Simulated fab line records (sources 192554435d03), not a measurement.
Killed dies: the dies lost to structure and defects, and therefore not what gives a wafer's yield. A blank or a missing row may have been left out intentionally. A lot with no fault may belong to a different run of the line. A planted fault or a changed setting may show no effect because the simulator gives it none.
Struck lot and sound lot, side by side ; flow n5_finfet ; 20 steps out of a route of 1938
Sound: these wafers, L785.1, L785.2, L785.4. The struck wafers were L799.1, L799.4, L799.5. Last of all comes the cause.
Each step with rows lists, per side, the tool, then ch with its chambers, then its first start. Under that, the readings that differ: sound wafers ; struck wafers ; difference of the means ; sigmas: that difference in standard deviations of wafers without a fault.
alike: readings with means less than 2 such deviations apart, plus words and numbers identical on both sides. not compared: withheld readings, readings lacking a value on some wafer, bounds such as >300 that could conceal the same value, and numbers that have no deviation in the record and whose values overlap.
The two part at a step that has a row with sigmas, a row that says differs or no value, or rows on one side only. When numbers do not overlap yet have no deviation, they are printed without sigmas and do not part them. Lack of a reading on every wafer of one side parts them only where that side has two or more wafers.

N5_FIN_SAQP_CD_MEAS_37: target cd 8 nm.
  sound: cd_sem-01 at day 2 01:43; struck: cd_sem-03 at day 5 15:22
  alike: cd_nm
then, 3 steps without rows for these wafers: N5_FIN_SAQP_PRECLEAN_38 (cleans in O3/DIW, time 45 s); N5_FIN_SAQP_PRECLEAN_45 (cleans in dHF, time 10 s); N5_FIN_SAQP_SRD_39 (time 30 s).
N5_FIN_SAQP_OCD_MEAS_76:
  sound: ocd-01 at day 2 01:49; struck: ocd-01 at day 5 15:28
  alike: trench_depth_nm
N5_FIN_SAQP_INSPECT_40: inspects for defects (brightfield).
  sound: defect_inspect-02 at day 2 01:51; struck: defect_inspect-02 at day 5 15:30
  alike: raw_defect_count
then, 6 steps without rows for these wafers: N5_FIN_CUT_COAT_18 (time 60 s, resist thk 230 nm); N5_FIN_CUT_COAT_19 (time 60 s, resist thk 20 nm); N5_FIN_CUT_COAT_29 (time 60 s, resist thk 10 nm); N5_FIN_CUT_COAT_02 (resist thk 30 nm); N5_FIN_CUT_EBR_04; N5_FIN_CUT_SOFTBAKE_03 (time 60 s).
N5_FIN_CUT_EXPOSE_05: exposes mask FIN CUT.
  sound on euv_scanner-02 ch 0, day 2 02:08; struck on euv_scanner-01 ch 0, day 5 15:40
reading;sound;struck;difference;sigmas
model.FIN_CUT.overlay_x_nm (nm);0.2 0.2 0.2;13.2 13.2 13.2;+13.0;
  alike: mask
then, 2 steps without rows for these wafers: N5_FIN_CUT_PEB_06 (peb time 60 s); N5_FIN_CUT_DEVELOP_07 (develop time 30 s).
N5_FIN_CUT_CD_MEAS_08: target cd 29.1 nm.
  sound on cd_sem-01 ch 0, day 2 02:17; struck on cd_sem-03 ch 0, day 5 15:48
  alike: cd_nm
N5_FIN_CUT_OVL_MEAS_09:
  sound on overlay-01 ch 0, day 2 02:19; struck on overlay-01 ch 0, day 5 15:50
reading;sound;struck;difference;sigmas
FIN_CUT_OVL (nm);1.6 0.6 2.0;13.0 13.5 14.0;+12.1;+20
N5_FIN_CUT_INSPECT_10: inspects for defects (brightfield).
  sound: defect_inspect-01 at day 2 02:22; struck: defect_inspect-01 at day 5 15:53
  alike: raw_defect_count
-- a jump in the record: the struck wafers' starts before and after are 7 days apart (it breaks off in module FIN_CUT and resumes in module BEOL_M4, where the first step shown is number 1111 of the route) --
N5_BEOL_M4_RC_MEAS_101:
  sound on prober-02 ch 0, day 8 06:22; struck on prober-01 ch 0, day 12 09:32
reading;sound;struck;difference;sigmas
SS_N (mV/dec);71.2 70.6 70.9;73.5 71.4 73.8;+2.0;+3
  alike: DIBL_N, DIBL_P, IOFF_N, IOFF_P, ION_N, ION_P, SS_P, VT_N, VT_P
then, 1 step without rows for these wafers: N5_PASSIVATION_PROBE_49.

WHERE THEY PART
Earliest at N5_FIN_CUT_OVL_MEAS_09; latest, in this record, at N5_BEOL_M4_RC_MEAS_101.

WHY: what had been put in by the simulator
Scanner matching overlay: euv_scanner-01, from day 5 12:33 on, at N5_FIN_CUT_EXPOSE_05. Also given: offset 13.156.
